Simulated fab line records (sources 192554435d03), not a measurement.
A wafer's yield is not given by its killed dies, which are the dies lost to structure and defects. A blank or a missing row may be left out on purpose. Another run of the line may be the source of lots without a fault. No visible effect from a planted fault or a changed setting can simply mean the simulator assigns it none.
fab line records | flow n5-finfet | part 1 of 2: steps 1 to 25 of 37
record: lots: 5 wafers: 15 last-day: 16
route steps=1938 shown BEOL_M2@906 BEOL_M3@931
lots that met no fault: from a run of the same line without faults
start-h: hours from the record's opening day to when the first of the lot's shown wafers began | wait-h: hours elapsed since this lot's preceding step | " same as the row above | L1.1+2: a single row standing in for several wafers | - no value, or no start given | * or withheld: withheld | < > ~ a bound
route shown NAME@n: names a module that has steps shown in the file, with the first one's number in the route | usual: mean and standard deviation over wafers with no fault | same: alike in all rows | chamber/n: place in a boat | sites: per-site readings | _std_site: the standard deviation of these | _edge_site: outer sites' mean less inner sites' | radius-mm: how far each site lies from the wafer's centre | mask NAME#n: copy n | behind: the most recent tool/chamber to have shaped the wafer | hold: cause of the lot's hold/its duration in hours/its outcome | device: transistor that didn't switch, given as n, p or np | end of line: at the end of the route, the tests of the same wafers | a step with no rows: only its recipe | killed: dies lost to structure and defects at the first sort, not the wafer's yield | map: per-die view of a wafer (x killed, . not killed, _ where there is no die)
set.NAME: the setting as run; set.NAME@STEP: as run at that earlier step | model.NAME: the simulator's own value behind a step, which no gauge read
lots seen at some steps along the route; tables by step, rows by wafer
services: when a tool's chamber went out of use (start-h, in hours from the record's first day, below 0 if earlier), for how many hours, and the reason
== steps ==
step: N5_BEOL_M2_SPUTTER_79
recipe: material: Cu target-thk-a: 45 temp-c: -20 chamber-pressure-pa: 0.07 power-w: withheld time-s: 8.29
usual: throttle-valve-pct: 29.5/1.2
columns lot.wafer tool chamber start-h wait-h throttle-valve-pct
L077.3 pvd-sputter-03 - 157.43 0.1 30.7
L077.5 " - " " 28.3
L077.6 " - " " 28.8
L079.2 pvd-sputter-03 - 166.47 0.1 30.8
L079.3 " - " " 27.9
L079.5 " - " " 27.4
L083.1 pvd-sputter-01 - 194.28 0.1 31.4
L083.3 " - " " 28.2
L083.4 " - " " 28.9
L086.4 pvd-sputter-02 - 212.69 0.1 29.8
L086.5 " - " " 29.8
L086.6 " - " " 29.8
L092.1 pvd-sputter-03 - 245.92 0.1 29.2
L092.3 " - " " 28.1
L092.6 " - " " 29.1
step: N5_BEOL_M2_ANNEAL_80
recipe: temp-c: 400 time-s: 240 ambient: vacuum
usual: heater-power-w: 801/65
columns lot.wafer tool chamber start-h wait-h heater-power-w
L077.3 pvd-sputter-03 - 157.51 0.0 849
L077.5 " - " " 799
L077.6 " - " " 887
L079.2 pvd-sputter-03 - 166.55 0.0 842
L079.3 " - " " 779
L079.5 " - " " 678
L083.1 pvd-sputter-01 - 194.36 0.0 815
L083.3 " - " " 755
L083.4 " - " " 747
L086.4 pvd-sputter-02 - 212.77 0.0 852
L086.5 " - " " 808
L086.6 " - " " 837
L092.1 pvd-sputter-03 - 246.00 0.0 918
L092.3 " - " " 801
L092.6 " - " " 891
step: N5_BEOL_M2_SPUTTER_81
recipe: material: Cu target-thk-a: 45 temp-c: -20 chamber-pressure-pa: 0.07 power-w: withheld time-s: 8.29
usual: throttle-valve-pct: 29.5/1.2
columns lot.wafer tool chamber start-h wait-h throttle-valve-pct
L077.3 pvd-sputter-03 - 157.65 0.1 30.8
L077.5 " - " " 28.0
L077.6 " - " " 28.9
L079.2 pvd-sputter-03 - 166.69 0.1 30.7
L079.3 " - " " 28.3
L079.5 " - " " 27.5
L083.1 pvd-sputter-01 - 194.50 0.1 31.4
L083.3 " - " " 28.3
L083.4 " - " " 29.2
L086.4 pvd-sputter-02 - 212.91 0.1 29.8
L086.5 " - " " 29.4
L086.6 " - " " 30.1
L092.1 pvd-sputter-03 - 246.14 0.1 28.8
L092.3 " - " " 28.2
L092.6 " - " " 29.0
step: N5_BEOL_M2_ANNEAL_82
recipe: temp-c: 400 time-s: 240 ambient: vacuum
usual: heater-power-w: 801/64
columns lot.wafer tool chamber start-h wait-h heater-power-w
L077.3 pvd-sputter-03 - 157.73 0.0 866
L077.5 " - " " 793
L077.6 " - " " 862
L079.2 pvd-sputter-03 - 166.77 0.0 864
L079.3 " - " " 794
L079.5 " - " " 669
L083.1 pvd-sputter-01 - 194.58 0.0 798
L083.3 " - " " 761
L083.4 " - " " 747
L086.4 pvd-sputter-02 - 212.99 0.0 834
L086.5 " - " " 836
L086.6 " - " " 851
L092.1 pvd-sputter-03 - 246.22 0.0 890
L092.3 " - " " 791
L092.6 " - " " 908
step: N5_BEOL_M2_SPUTTER_86
recipe: material: Cu target-thk-a: 45 temp-c: -20 chamber-pressure-pa: 0.07 power-w: withheld time-s: 8.29
usual: throttle-valve-pct: 29.5/1.3
columns lot.wafer tool chamber start-h wait-h throttle-valve-pct
L077.3 pvd-sputter-03 - 157.87 0.1 30.7
L077.5 " - " " 28.0
L077.6 " - " " 29.0
L079.2 pvd-sputter-03 - 166.91 0.1 30.5
L079.3 " - " " 28.0
L079.5 " - " " 27.4
L083.1 pvd-sputter-01 - 194.72 0.1 31.6
L083.3 " - " " 28.2
L083.4 " - " " 29.4
L086.4 pvd-sputter-02 - 213.13 0.1 30.2
L086.5 " - " " 29.5
L086.6 " - " " 30.1
L092.1 pvd-sputter-03 - 246.36 0.1 29.1
L092.3 " - " " 28.1
L092.6 " - " " 28.9
step: N5_BEOL_M2_ANNEAL_87
recipe: temp-c: 400 time-s: 240 ambient: vacuum
usual: heater-power-w: 802/66
columns lot.wafer tool chamber start-h wait-h heater-power-w
L077.3 pvd-sputter-03 - 157.95 0.0 843
L077.5 " - " " 804
L077.6 " - " " 869
L079.2 pvd-sputter-03 - 166.99 0.0 853
L079.3 " - " " 819
L079.5 " - " " 687
L083.1 pvd-sputter-01 - 194.80 0.0 849
L083.3 " - " " 756
L083.4 " - " " 736
L086.4 pvd-sputter-02 - 213.21 0.0 863
L086.5 " - " " 836
L086.6 " - " " 836
L092.1 pvd-sputter-03 - 246.44 0.0 879
L092.3 " - " " 805
L092.6 " - " " 882
step: N5_BEOL_M2_SPUTTER_88
recipe: material: Cu target-thk-a: 45 temp-c: -20 chamber-pressure-pa: 0.07 power-w: withheld time-s: 8.29
usual: throttle-valve-pct: 29.5/1.2
columns lot.wafer tool chamber start-h wait-h throttle-valve-pct
L077.3 pvd-sputter-03 - 158.09 0.1 30.7
L077.5 " - " " 28.2
L077.6 " - " " 28.9
L079.2 pvd-sputter-03 - 167.13 0.1 30.9
L079.3 " - " " 28.2
L079.5 " - " " 27.2
L083.1 pvd-sputter-01 - 194.94 0.1 31.5
L083.3 " - " " 28.2
L083.4 " - " " 29.0
L086.4 pvd-sputter-02 - 213.35 0.1 30.1
L086.5 " - " " 29.8
L086.6 " - " " 29.8
L092.1 pvd-sputter-03 - 246.58 0.1 29.4
L092.3 " - " " 28.1
L092.6 " - " " 28.9
step: N5_BEOL_M2_ANNEAL_89
recipe: temp-c: 400 time-s: 240 ambient: vacuum
usual: heater-power-w: 800/64
columns lot.wafer tool chamber start-h wait-h heater-power-w
L077.3 pvd-sputter-03 - 158.17 0.0 852
L077.5 " - " " 794
L077.6 " - " " 892
L079.2 pvd-sputter-03 - 167.21 0.0 845
L079.3 " - " " 791
L079.5 " - " " 669
L083.1 pvd-sputter-01 - 195.02 0.0 817
L083.3 " - " " 754
L083.4 " - " " 728
L086.4 pvd-sputter-02 - 213.43 0.0 842
L086.5 " - " " 825
L086.6 " - " " 823
L092.1 pvd-sputter-03 - 246.66 0.0 878
L092.3 " - " " 807
L092.6 " - " " 871
step: N5_BEOL_M2_SPUTTER_90
recipe: material: Cu target-thk-a: 45 temp-c: -20 chamber-pressure-pa: 0.07 power-w: withheld time-s: 8.29
usual: throttle-valve-pct: 29.5/1.2
columns lot.wafer tool chamber start-h wait-h throttle-valve-pct
L077.3 pvd-sputter-03 - 158.31 0.1 30.7
L077.5 " - " " 28.0
L077.6 " - " " 28.9
L079.2 pvd-sputter-03 - 167.35 0.1 30.7
L079.3 " - " " 28.1
L079.5 " - " " 27.5
L083.1 pvd-sputter-01 - 195.16 0.1 31.4
L083.3 " - " " 28.3
L083.4 " - " " 29.3
L086.4 pvd-sputter-02 - 213.57 0.1 30.1
L086.5 " - " " 29.7
L086.6 " - " " 29.9
L092.1 pvd-sputter-03 - 246.80 0.1 29.1
L092.3 " - " " 28.1
L092.6 " - " " 29.0
step: N5_BEOL_M2_ANNEAL_91
recipe: temp-c: 400 time-s: 240 ambient: vacuum
usual: heater-power-w: 800/64
columns lot.wafer tool chamber start-h wait-h heater-power-w
L077.3 pvd-sputter-03 - 158.39 0.0 825
L077.5 " - " " 792
L077.6 " - " " 894
L079.2 pvd-sputter-03 - 167.43 0.0 862
L079.3 " - " " 807
L079.5 " - " " 667
L083.1 pvd-sputter-01 - 195.24 0.0 802
L083.3 " - " " 771
L083.4 " - " " 743
L086.4 pvd-sputter-02 - 213.65 0.0 829
L086.5 " - " " 831
L086.6 " - " " 859
L092.1 pvd-sputter-03 - 246.88 0.0 874
L092.3 " - " " 818
L092.6 " - " " 886
step: N5_BEOL_M2_SPUTTER_92
recipe: material: Cu target-thk-a: 45 temp-c: -20 chamber-pressure-pa: 0.07 power-w: withheld time-s: 8.29
usual: throttle-valve-pct: 29.5/1.2
columns lot.wafer tool chamber start-h wait-h throttle-valve-pct
L077.3 pvd-sputter-03 - 158.53 0.1 30.7
L077.5 " - " " 28.0
L077.6 " - " " 28.8
L079.2 pvd-sputter-03 - 167.57 0.1 30.6
L079.3 " - " " 28.2
L079.5 " - " " 27.6
L083.1 pvd-sputter-01 - 195.38 0.1 31.4
L083.3 " - " " 28.3
L083.4 " - " " 29.0
L086.4 pvd-sputter-02 - 213.79 0.1 30.1
L086.5 " - " " 29.7
L086.6 " - " " 29.6
L092.1 pvd-sputter-03 - 247.02 0.1 28.7
L092.3 " - " " 28.2
L092.6 " - " " 29.1
step: N5_BEOL_M2_ANNEAL_93
recipe: temp-c: 400 time-s: 240 ambient: vacuum
usual: heater-power-w: 801/65
columns lot.wafer tool chamber start-h wait-h heater-power-w
L077.3 pvd-sputter-03 - 158.61 0.0 851
L077.5 " - " " 821
L077.6 " - " " 886
L079.2 pvd-sputter-03 - 167.65 0.0 826
L079.3 " - " " 806
L079.5 " - " " 678
L083.1 pvd-sputter-01 - 195.46 0.0 829
L083.3 " - " " 743
L083.4 " - " " 754
L086.4 pvd-sputter-02 - 213.87 0.0 848
L086.5 " - " " 845
L086.6 " - " " 834
L092.1 pvd-sputter-03 - 247.10 0.0 884
L092.3 " - " " 797
L092.6 " - " " 876
step: N5_BEOL_M2_SPUTTER_94
recipe: material: Cu target-thk-a: 45 temp-c: -20 chamber-pressure-pa: 0.07 power-w: withheld time-s: 8.29
usual: throttle-valve-pct: 29.5/1.2
columns lot.wafer tool chamber start-h wait-h throttle-valve-pct
L077.3 pvd-sputter-03 - 158.75 0.1 30.8
L077.5 " - " " 28.3
L077.6 " - " " 28.8
L079.2 pvd-sputter-03 - 167.79 0.1 30.6
L079.3 " - " " 28.4
L079.5 " - " " 27.7
L083.1 pvd-sputter-01 - 195.60 0.1 31.5
L083.3 " - " " 28.4
L083.4 " - " " 29.0
L086.4 pvd-sputter-02 - 214.01 0.1 29.8
L086.5 " - " " 29.7
L086.6 " - " " 29.8
L092.1 pvd-sputter-03 - 247.24 0.1 29.3
L092.3 " - " " 28.0
L092.6 " - " " 29.1
step: N5_BEOL_M2_ANNEAL_95
recipe: temp-c: 400 time-s: 240 ambient: vacuum
usual: heater-power-w: 800/64
columns lot.wafer tool chamber start-h wait-h heater-power-w
L077.3 pvd-sputter-03 - 158.83 0.0 861
L077.5 " - " " 809
L077.6 " - " " 863
L079.2 pvd-sputter-03 - 167.87 0.0 839
L079.3 " - " " 794
L079.5 " - " " 694
L083.1 pvd-sputter-01 - 195.68 0.0 826
L083.3 " - " " 741
L083.4 " - " " 744
L086.4 pvd-sputter-02 - 214.09 0.0 850
L086.5 " - " " 842
L086.6 " - " " 869
L092.1 pvd-sputter-03 - 247.32 0.0 877
L092.3 " - " " 801
L092.6 " - " " 895
step: N5_BEOL_M2_SPUTTER_96
recipe: material: Cu target-thk-a: 45 temp-c: -20 chamber-pressure-pa: 0.07 power-w: withheld time-s: 8.29
usual: throttle-valve-pct: 29.5/1.2
columns lot.wafer tool chamber start-h wait-h throttle-valve-pct
L077.3 pvd-sputter-03 - 158.97 0.1 30.9
L077.5 " - " " 28.1
L077.6 " - " " 28.7
L079.2 pvd-sputter-03 - 168.01 0.1 30.8
L079.3 " - " " 28.2
L079.5 " - " " 27.8
L083.1 pvd-sputter-01 - 195.82 0.1 31.3
L083.3 " - " " 28.4
L083.4 " - " " 29.1
L086.4 pvd-sputter-02 - 214.23 0.1 30.0
L086.5 " - " " 29.9
L086.6 " - " " 29.7
L092.1 pvd-sputter-03 - 247.46 0.1 29.0
L092.3 " - " " 28.0
L092.6 " - " " 28.9
step: N5_BEOL_M2_ECD_50
recipe: material: Cu target-thk-a: 3000
columns lot.wafer tool chamber start-h wait-h
L077.3+5+6 ecd-cu-02 0,0,1 159.10 0.1
L079.2+3+5 ecd-cu-01 1 168.13 0.1
L083.1+3+4 ecd-cu-01 1,0,1 195.94 0.1
L086.4+5+6 ecd-cu-02 0,0,1 214.37 0.1
L092.1+3+6 ecd-cu-01 0,1,0 247.57 0.1
step: N5_BEOL_M2_ANNEAL_51
recipe: temp-c: 225 time-s: 90 ambient: N2
usual: wafer_temp_C_max: 225.9/0.34
columns lot.wafer tool chamber start-h wait-h wafer_temp_C_max
L077.3 rtp-anneal-02 0 159.25 0.1 225.7
L077.5 " 0 " " 226.0
L077.6 " 0 " " 226.3
L079.2 rtp-anneal-02 0 168.25 0.1 225.4
L079.3 " 0 " " 225.2
L079.5 " 0 " " 225.3
L083.1 rtp-anneal-02 0 196.02 0.1 225.8
L083.3 " 0 " " 225.9
L083.4 " 0 " " 225.8
L086.4 rtp-anneal-01 0 214.80 0.4 226.0
L086.5 " 0 " " 225.9
L086.6 " 0 " " 225.7
L092.1 rtp-anneal-02 0 247.65 0.1 225.7
L092.3 " 0 " " 225.5
L092.6 " 0 " " 225.5
step: N5_BEOL_M2_CMP_52
recipe: stop-on: SiOC t-overpolish-s: 6.8 down-force-psi: 1 platen-rpm: 50 clearing-platen-down-force-psi: 1.5 clearing-platen-rpm: 50 post-cmp-clean: cu-alkaline target-thk-nm: 40 clearing-platen-pad-velocity-m-s: 0.99484 pad-velocity-m-s: 0.99484
usual: barrier-field-endpoint-s: 24.9/0.68 head-pressure-psi: 0.9995/0.002 motor-current-A: 6.5/0.95 overpolish-run-s: 6.799/0.0088 time-to-endpoint-s: 63/3
columns lot.wafer tool chamber start-h wait-h barrier-field-endpoint-s head-pressure-psi motor-current-A overpolish-run-s time-to-endpoint-s
L077.3 cmp-04 2 159.57 0.3 24.2 0.9979 6.6 6.796 65
L077.5 " 3 " " 25.0 1.0012 8.1 6.801 66
L077.6 " 0 " " 25.0 1.0008 5.8 6.795 63
L079.3 cmp-02 0 168.58 0.2 24.9 0.9963 5.2 6.796 63
L079.2 " 1 " " 24.3 1.0010 7.8 6.799 59
L079.5 " 2 " " 24.6 1.0039 6.6 6.808 63
L083.4 cmp-04 3 196.31 0.1 25.0 1.0018 7.9 6.805 61
L083.1 " 1 " " 24.3 0.9984 5.8 6.806 61
L083.3 " 2 " " 24.5 0.9990 6.5 6.803 63
L086.4 cmp-02 2 215.01 0.2 26.3 1.0001 6.7 6.806 67
L086.6 " 1 " " 26.1 1.0018 7.9 6.791 63
L086.5 " 2 " " 25.7 0.9991 6.8 6.804 68
L092.3 cmp-02 2 247.95 0.2 26.3 1.0011 6.8 6.786 69
L092.1 " 0 " " 25.5 0.9990 5.2 6.802 69
L092.6 " 2 " " 26.3 0.9981 6.6 6.805 68
step: N5_BEOL_M2_THK_MEAS_53
recipe: thk-meas-gauge: xrf reads: Cu_of_BEOL_M2_ECD_50
usual: M2_THK: 39.0/1.4
columns lot.wafer tool chamber start-h wait-h M2_THK[nm]
L077.3 film-metro-02 - 159.76 - 39.2
L077.5 " - " " 37.3
L077.6 " - " " 39.3
L079.2 film-metro-01 - 168.80 - 34.1
L079.3 " - " " 38.3
L079.5 " - " " 37.8
L083.1 film-metro-01 - 196.61 - 39.6
L083.3 " - " " 39.0
L083.4 " - " " 40.6
L086.4 film-metro-01 - 215.27 - 39.4
L086.5 " - " " 37.7
L086.6 " - " " 39.3
L092.1 film-metro-02 - 248.25 - 40.3
L092.3 " - " " 39.3
L092.6 " - " " 37.4
step: N5_BEOL_M2_PRE_CLEAN_60
recipe: gas: NH3/H2 time-s: 15 temp-c: * rf-power-w: 300
usual: heater-power-w: 89/10
columns lot.wafer tool chamber start-h wait-h heater-power-w
L077.3 cvd-co-01 0 159.79 0.0 85
L077.5 " 0 " " 85
L077.6 " 1 " " 92
L079.2 cvd-co-02 2 168.84 0.0 63
L079.3 " 1 " " 95
L079.5 " 1 " " 95
L083.1 cvd-co-01 1 196.64 0.0 97
L083.3 " 2 " " 91
L083.4 " 1 " " 97
L086.4 cvd-co-01 0 215.32 0.1 83
L086.5 " 2 " " 96
L086.6 " 0 " " 83
L092.1 cvd-co-01 1 248.28 0.0 97
L092.3 " 0 " " 85
L092.6 " 1 " " 97
step: N5_BEOL_M2_CO_CAP_55
recipe: material: Co target-thk-a: 20 temp-c: 200 precursor: CCTBA/H2 pressure-torr: 30 time-s: 102.1
usual: heater-power-w: 242/13
columns lot.wafer tool chamber start-h wait-h heater-power-w
L077.3 cvd-co-01 0 159.83 0.0 237
L077.5 " 0 " " 234
L077.6 " 1 " " 248
L079.2 cvd-co-02 2 168.88 0.0 212
L079.3 " 1 " " 253
L079.5 " 1 " " 248
L083.1 cvd-co-01 1 196.68 0.0 257
L083.3 " 2 " " 241
L083.4 " 1 " " 245
L086.4 cvd-co-01 0 215.40 0.1 243
L086.5 " 2 " " 244
L086.6 " 0 " " 235
L092.1 cvd-co-01 1 248.32 0.0 252
L092.3 " 0 " " 234
L092.6 " 1 " " 256
step: N5_BEOL_M2_PRE_CLEAN_56
recipe: gas: NH3 time-s: 15 temp-c: withheld rf-power-w: 300
columns lot.wafer tool chamber start-h wait-h
L077.3+5+6 pecvd-03 1,0,1 159.92 0.1
L079.2+3+5 pecvd-01 1,2,0 168.97 0.1
L083.1+3+4 pecvd-04 2,0,1 196.78 0.1
L086.4+5+6 pecvd-04 0,2,1 215.50 0.1
L092.1+3+6 pecvd-01 0,2,2 248.42 0.1
step: N5_BEOL_M2_DEP_57
recipe: material: SiCN target-thk-a: 80 temp-c: withheld precursor: 3MS/NH3 pressure-torr: 3 rf-w: 202 time-s: 14
usual: showerhead-plenum-p-Torr: 3.664/0.013 showerhead-vpp-V: 886/45 throttle-valve-pct: 8.9/0.45
columns lot.wafer tool chamber start-h wait-h showerhead-plenum-p-Torr showerhead-vpp-V throttle-valve-pct
L077.3 pecvd-03 1 159.95 0.0 3.660 871 8.7
L077.5 " 0 " " 3.655 921 9.3
L077.6 " 1 " " 3.669 845 8.8
L079.2 pecvd-01 1 168.99 0.0 3.658 832 9.1
L079.3 " 2 " " 3.644 929 8.2
L079.5 " 0 " " 3.685 909 9.7
L083.1 pecvd-04 2 196.80 0.0 3.660 897 8.6
L083.3 " 0 " " 3.665 915 9.3
L083.4 " 1 " " 3.670 808 9.0
L086.4 pecvd-04 0 215.53 0.0 3.663 947 9.2
L086.5 " 2 " " 3.666 902 8.5
L086.6 " 1 " " 3.675 808 8.8
L092.1 pecvd-01 0 248.44 0.0 3.681 915 9.0
L092.3 " 2 " " 3.647 928 8.3
L092.6 " 2 " " 3.653 933 8.2
step: N5_BEOL_M2_RS_MEAS_58
recipe: thk-meas-gauge: four-point-probe reads: Co_of_BEOL_M2_CO_CAP_55+Cu_of_BEOL_M2_ECD_50+Co_of_BEOL_M2_CVD_47+TaN_of_BEOL_M2_ALD_84
usual: M2_RS: 0.68/0.032
columns lot.wafer tool chamber start-h wait-h M2_RS[ohm/sq]
L077.3 film-metro-01 - 160.02 0.1 0.68
L077.5 " - " " 0.72
L077.6 " - " " 0.67
L079.2 film-metro-01 - 169.06 0.1 0.81
L079.3 " - " " 0.70
L079.5 " - " " 0.71
L083.1 film-metro-01 - 196.87 0.0 0.66
L083.3 " - " " 0.67
L083.4 " - " " 0.64
L086.4 film-metro-02 - 215.58 0.0 0.66
L086.5 " - " " 0.70
L086.6 " - " " 0.67
L092.1 film-metro-02 - 248.51 0.0 0.65
L092.3 " - " " 0.68
L092.6 " - " " 0.72
step: N5_BEOL_M2_INSPECT_59
recipe: inspect-instrument: darkfield mode: post-dep
usual: raw-defect-count: 78/22
columns lot.wafer tool chamber start-h wait-h raw-defect-count
L077.3 defect-inspect-02 - 160.04 0.0 109
L077.5 " - " " 84
L077.6 " - " " 97
L079.2 defect-inspect-01 - 169.09 0.0 51
L079.3 " - " " 108
L079.5 " - " " 120
L083.1 defect-inspect-01 - 196.89 0.0 130
L083.3 " - " " 72
L083.4 " - " " 52
L086.4 defect-inspect-02 - 215.61 0.0 62
L086.5 " - " " 93
L086.6 " - " " 54
L092.1 defect-inspect-02 - 248.53 0.0 78
L092.3 " - " " 87
L092.6 " - " " 86
